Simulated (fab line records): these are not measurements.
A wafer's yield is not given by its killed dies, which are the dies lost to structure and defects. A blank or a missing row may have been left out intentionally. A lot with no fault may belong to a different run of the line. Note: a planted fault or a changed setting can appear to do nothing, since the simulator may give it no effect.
A single fault, viewed from 2 desks || flow n5Finfet || what lay behind the numbers comes last; until then each desk has only its own

FROM THE METROLOGY DESK
What the gauges read for every lot (on any tool): the sampled wafers with a number, averaged. A lot is out of limits, marked OUT, if its mean lies more than 4 standard deviations from the usual mean; the brackets give that distance. Only the readings that lie furthest out on some lot appear, 7 of the 11 it has.
Columns: A = DIBL_N at N5_BEOL_M4_RC_MEAS_101, usual 36.4 mV/V; B = DIBL_P at N5_BEOL_M4_RC_MEAS_101, usual 36.4 mV/V; C = IOFF_N at N5_BEOL_M4_RC_MEAS_101, usual 0.156 nA/um; D = ION_N at N5_BEOL_M4_RC_MEAS_101, usual 675 uA/um; E = SS_N at N5_BEOL_M4_RC_MEAS_101, usual 71.6 mV/dec; F = SS_P at N5_BEOL_M4_RC_MEAS_101, usual 73.3 mV/dec; G = VT_N at N5_BEOL_M4_RC_MEAS_101, usual 250 mV
{"lot": "L530", "first seen here": "day 5 09:14", "A": 35.5, "B": 37.2, "C": 0.159, "D": 679, "E": 71.5, "F": 73.2, "G": 250}
{"lot": "L531", "first seen here": "day 5 14:26", "A": 35.2, "B": 36.3, "C": 0.156, "D": 671, "E": 71.2, "F": 73.0, "G": 249}
{"lot": "L532", "first seen here": "day 5 22:47", "A": 35.9, "B": 34.7, "C": 0.159, "D": 677, "E": 71.7, "F": 73.5, "G": 248}
{"lot": "L540", "first seen here": "day 8 02:50", "A": 35.8, "B": 36.3, "C": 0.136, "D": 660, "E": 72.0, "F": 72.7, "G": 256}
{"lot": "L542", "first seen here": "day 8 10:07", "A": 38.5, "B": 34.9, "C": 0.151, "D": 672, "E": 71.0, "F": 73.2, "G": 251}
{"lot": "L545", "first seen here": "day 9 05:32", "A": 38.1, "B": 38.9, "C": 0.179, "D": 684, "E": 71.9, "F": 73.6, "G": 249}
{"lot": "L548", "first seen here": "day 9 22:29", "A": 34.4, "B": 35.4, "C": 0.127, "D": 668, "E": 71.3, "F": 72.3, "G": 252}
{"lot": "L549", "first seen here": "day 10 02:23", "A": 35.4, "B": 35.3, "C": 0.142, "D": 673, "E": 71.4, "F": 73.4, "G": 252}
{"lot": "L551", "first seen here": "day 10 19:46", "A": 36.6, "B": 37.2, "C": 0.168, "D": 677, "E": 72.0, "F": 73.8, "G": 248}
This desk found nothing out of limits on any of the 9 lots.

DESK OF THE TOOL OWNER: rieDiel-03
The tool's own readings at N5_MOL_CONTACT_COAG_ETCH_124 (etches SiNx in CH3F/O2, stops on SiOC, target depth 6.5 nm): means of the sampled wafers that have a number, for each lot that ran on this tool. A lot is out of limits, marked OUT, if its mean lies more than 4 standard deviations from the usual mean; the brackets give that distance.
Columns: A = drypumpMotorCurrentA at N5_MOL_CONTACT_COAG_ETCH_124, usual 6.0 A; B = oes_f_703_au at N5_MOL_CONTACT_COAG_ETCH_124, usual 0.80 a.u.; C = oesProductAu at N5_MOL_CONTACT_COAG_ETCH_124, usual 0.68 a.u.; D = rfFwdPowerW at N5_MOL_CONTACT_COAG_ETCH_124, usual 390.0 W; E = rfVppV at N5_MOL_CONTACT_COAG_ETCH_124, usual 298.8 V; F = showerheadPlenumPTorr at N5_MOL_CONTACT_COAG_ETCH_124, usual 2.05 Torr; G = throttleValvePct at N5_MOL_CONTACT_COAG_ETCH_124, usual 16.27 %
{"lot": "L530", "first seen here": "day 5 09:53", "A": 6.4, "B": 0.76, "C": 0.64, "D": 390.6, "E": 298.9, "F": 2.05, "G": 16.23}
{"lot": "L532", "first seen here": "day 5 23:40", "A": 6.3, "B": 0.76, "C": 0.65, "D": 391.1, "E": 296.4, "F": 2.02, "G": 16.35}
{"lot": "L540", "first seen here": "day 8 03:33", "A": 6.5, "B": 0.92, "C": 0.64, "D": "455.6 (+36) OUT", "E": "279.0 (-6.6) OUT", "F": 2.05, "G": 16.16}
This desk's finding: out of limits on L540; first on L540, day 8 03:33 (rfFwdPowerW at N5_MOL_CONTACT_COAG_ETCH_124). L530, L532: within limits.

PUT TOGETHER
On L540, at day 8 03:33, an alarm was possible from the tool owner's desk.
The metrology desk saw nothing out of limits.
The metrology desk has L540 on record, within its limits.
Of the lots named, all ran N5_MOL_CONTACT_COAG_ETCH_124 on rieDiel-03.

WHAT WAS PUT IN BY THE SIMULATOR
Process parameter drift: rieDiel-03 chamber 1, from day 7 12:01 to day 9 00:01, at N5_MOL_CONTACT_COAG_ETCH_124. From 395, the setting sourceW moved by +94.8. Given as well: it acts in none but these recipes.
Shown lots that were struck: L540.
Delay in hours, fault start to first out-of-limits reading, by desk: the tool owner's desk at 16.
